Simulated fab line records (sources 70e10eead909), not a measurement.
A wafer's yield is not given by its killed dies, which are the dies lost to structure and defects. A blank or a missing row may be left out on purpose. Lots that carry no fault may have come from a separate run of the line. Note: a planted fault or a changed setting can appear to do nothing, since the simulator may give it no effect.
Matching of chambers ; flow nand_harc ; NHARC_A_ONON_D1_DEP_33 on pecvd-02: 3 sister chambers
The step deposits SiO2, target thk 200 nm. 3 wafers are shown with their chamber, then 12 later ones without.

== EACH WAFER AND ITS CHAMBER ==
wafer;chamber;throttle_valve_pct (%)
L091.4;0;15.8
L093.5;1;15.4
L093.6;2;16.9

== WAFERS MISSING THEIR CHAMBER ==
wafer;throttle_valve_pct (%)
L094.3;16.7
L094.4;17.0
L094.6;15.2
L095.2;15.8
L095.4;16.7
L095.6;15.9
L096.3;15.3
L096.4;16.1
L096.6;16.9
L097.2;16.9
L097.3;15.6
L097.5;16.9

== EACH ONE'S CHAMBER ==
wafer;from the rows above;in truth
L094.3;2;2
L094.4;2;2
L094.6;1;1
L095.2;0;0
L095.4;2;2
L095.6;0;0
L096.3;1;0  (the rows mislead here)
L096.4;0;0
L096.6;2;2
L097.2;2;2
L097.3;can't be placed: 1 or 0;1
L097.5;2;2
Correct placement for 10 of the 12. Cannot be placed on the basis of these rows: 1; the candidates contain the true chamber in 1. Wrongly placed: 1.
How it was worked out, from the rows above alone: a wafer's distance from a chamber is the root of the sum, over the readings, of the square of ((its reading less the chamber's mean) divided by the reading's scatter). If the next closest chamber is less than 2 further off than the closest, the wafer can't be placed; otherwise it belongs to the closest. A chamber's mean is the mean of its shown wafers. The scatter: with one shown wafer a chamber, the root of the mean of the squares of how far each hidden wafer lies from its nearest shown one.
